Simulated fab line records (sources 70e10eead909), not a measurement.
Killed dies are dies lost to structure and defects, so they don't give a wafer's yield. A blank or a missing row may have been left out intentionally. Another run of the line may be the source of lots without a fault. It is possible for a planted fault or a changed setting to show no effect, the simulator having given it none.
A lot that was struck, set against a sound lot -- flow nandHarc -- 15 out of 1302 route steps
Sound: these wafers, L144.1, L144.2, L144.5. Wafers struck: L153.3, L153.4, L153.5. The cause comes at the end.
Each step with rows lists, per side, the tool, then ch with its chambers, then its first start. Under that, the readings that differ: sound wafers -- struck wafers -- difference of the means -- sigmas: that difference in standard deviations of wafers without a fault.
alike: readings whose means differ by less than 2 such deviations, and words and numbers that are the same on both sides. not compared: withheld readings, readings that some wafer has no value for, bounds like >300 that may hide the same value, and numbers for which the record gives no deviation and whose values overlap.
Wherever a step has rows on one side only, a row that says differs or no value, or a row with sigmas, the two part there. Numbers that have no deviation but don't overlap get no sigmas and don't part them. Lack of a reading on every wafer of one side parts them only where that side has two or more wafers.

first, 7 steps without rows for these wafers: NHARC_A_CONTACT_COAT_35 (time 65 s); NHARC_A_CONTACT_COAT_36 (resist thk 90 nm); NHARC_A_CONTACT_SOFTBAKE_37 (time 55 s); NHARC_A_CONTACT_EBR_38; NHARC_A_CONTACT_EXPOSE_39 (exposes mask A CC 3); NHARC_A_CONTACT_PEB_40 (peb time 65 s); NHARC_A_CONTACT_DEVELOP_41 (develop time 35 s).
NHARC_A_CONTACT_CD_MEAS_42 targets a cd of 300 nm.
  sound on cdSem-03 ch 0, day 24 00:18; struck on cdSem-02 ch 0, day 27 08:07
  alike: cdNm
NHARC_A_CONTACT_OVL_MEAS_43:
  struck on overlay-02, day 27 08:12; sound on overlay-02, day 24 00:23
reading,sound,struck,difference,sigmas
overlayXNm (nm),1.4 1.2 1.4,0.2 -0.7 -0.6,-1.7,-2
  alike: overlayYNm
NHARC_A_CONTACT_INSPECT_44:
  struck on defectInspect-01, day 27 08:14; sound on defectInspect-02, day 24 00:26
  alike: rawDefectCount
NHARC_A_CONTACT_DESCUM_47: chemistry O2, time 3 s.
  sound on rieDiel-02 ch 1,2,3, day 24 00:30; struck on rieDiel-08 ch 1,2,3, day 27 08:18
  alike: chamberPressureMTorr, drypumpMotorCurrentA, mfcArSccm, oesProductAu, rfVppV, showerheadPlenumPTorr, throttleValvePct
  not compared: rfHoursCounterH
NHARC_A_CONTACT_ETCH_48: etches the open film in CF4, target depth 39 nm, time 65 s.
  sound on rieDiel-02 ch 0,2,3, day 24 00:35; struck on rieDiel-08 ch 1,2,3, day 27 08:23
  alike: cf4FlowSccm, chamberPressureMTorr, drypumpMotorCurrentA, mfcArSccm, oesProductAu, rfVppV, showerheadPlenumPTorr, throttleValvePct
  not compared: rfHoursCounterH
NHARC_A_CONTACT_ETCH_49: etches the open film in N2/H2, target depth 260 nm, time 475.3 s.
  sound on rieDiel-02 ch 0,2, day 24 00:40; struck on rieDiel-08 ch 0,1,2, day 27 08:32
reading,sound,struck,difference,sigmas
h2FlowSccm (sccm),150.5 150.3 149.8,75.2 75.4 75.4,-74.9,-99 or more
showerheadPlenumPTorr (Torr),2.02 2.09 2.09,1.72 1.72 1.65,-0.37,-4
throttleValvePct (%),14.190 14.164 14.167,13.087 13.089 13.089,-1.085,-99 or more
  alike: chamberPressureMTorr, drypumpMotorCurrentA, mfcArSccm, oesProductAu, rfVppV
  not compared: rfHoursCounterH
NHARC_A_CONTACT_ETCH_50: etches the open film in CF4/CHF3, target depth 121 nm, time 60.5 s.
  sound: rieDiel-02 ch 0,1,2; struck: rieDiel-08 ch 0,3
  alike: cf4FlowSccm, chamberPressureMTorr, drypumpMotorCurrentA, mfcArSccm, oesProductAu, rfVppV, showerheadPlenumPTorr, throttleValvePct
  not compared: rfHoursCounterH
following that, these wafers have no rows for 1 step: NHARC_END_SORT_01.

== WHERE THEY PART ==
At NHARC_A_CONTACT_OVL_MEAS_43 first; at NHARC_A_CONTACT_ETCH_49 last (within this record only). Later steps at which nothing parts them and some readings are alike: NHARC_A_CONTACT_ETCH_50.

WHY: what the simulator had put in
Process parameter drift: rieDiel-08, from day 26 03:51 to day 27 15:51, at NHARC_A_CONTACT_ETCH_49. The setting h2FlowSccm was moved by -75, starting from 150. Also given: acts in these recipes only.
